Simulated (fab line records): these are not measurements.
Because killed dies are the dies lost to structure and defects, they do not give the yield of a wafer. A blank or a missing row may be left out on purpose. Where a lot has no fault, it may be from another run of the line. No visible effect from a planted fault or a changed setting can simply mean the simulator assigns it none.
Matching of chambers || flow nand harc || pecvd-03 running NHARC_A_M1_DEP_33: 3 sister chambers
The step deposits SiCN, target thk 30 nm. 6 wafers are shown with their chamber, then 10 later ones without.

== WAFERS WITH THEIR CHAMBER ==
{"wafer": "L084.4", "chamber": 1, "heater power w (W)": 594}
{"wafer": "L091.1", "chamber": 1, "heater power w (W)": 636}
{"wafer": "L091.2", "chamber": 2, "heater power w (W)": 574}
{"wafer": "L091.3", "chamber": 0, "heater power w (W)": 768}
{"wafer": "L091.4", "chamber": 0, "heater power w (W)": 616}
{"wafer": "L091.5", "chamber": 2, "heater power w (W)": 576}

== WAFERS WHOSE CHAMBER IS MISSING ==
{"wafer": "L091.6", "heater power w (W)": 618}
{"wafer": "L090.3", "heater power w (W)": 632}
{"wafer": "L090.4", "heater power w (W)": 649}
{"wafer": "L090.5", "heater power w (W)": 628}
{"wafer": "L092.1", "heater power w (W)": 723}
{"wafer": "L092.5", "heater power w (W)": 632}
{"wafer": "L092.6", "heater power w (W)": 708}
{"wafer": "L095.3", "heater power w (W)": 714}
{"wafer": "L095.5", "heater power w (W)": 643}
{"wafer": "L095.6", "heater power w (W)": 720}

== CHAMBER TAKEN BY EACH ==
{"wafer": "L091.6", "from the rows above": "can't be placed: 1 or 2 or 0", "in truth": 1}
{"wafer": "L090.3", "from the rows above": "can't be placed: 1 or 2 or 0", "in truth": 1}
{"wafer": "L090.4", "from the rows above": "can't be placed: 1 or 0 or 2", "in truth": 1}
{"wafer": "L090.5", "from the rows above": "can't be placed: 1 or 2 or 0", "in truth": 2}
{"wafer": "L092.1", "from the rows above": "can't be placed: 0 or 1 or 2", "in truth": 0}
{"wafer": "L092.5", "from the rows above": "can't be placed: 1 or 2 or 0", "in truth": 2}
{"wafer": "L092.6", "from the rows above": "can't be placed: 0 or 1 or 2", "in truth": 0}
{"wafer": "L095.3", "from the rows above": "can't be placed: 0 or 1 or 2", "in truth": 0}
{"wafer": "L095.5", "from the rows above": "can't be placed: 1 or 0 or 2", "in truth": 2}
{"wafer": "L095.6", "from the rows above": "can't be placed: 0 or 1 or 2", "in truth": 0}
0 of 10 placed correctly. From these rows, 10 cannot be placed; in 10 the true chamber is one of the candidates. Wrongly placed: 0.
How it was worked out, from the rows above alone: a wafer's distance from a chamber is the root of the sum, over the readings, of the square of ((its reading less the chamber's mean) divided by the reading's scatter). The wafer belongs to the nearest chamber; if the next one is less than 2 further off, it can't be placed. For every chamber, the mean is computed from those of its wafers that are shown. The scatter: the root of (the sum of the squares of (reading less its chamber's mean) over the shown wafers, divided by (wafers less chambers)).
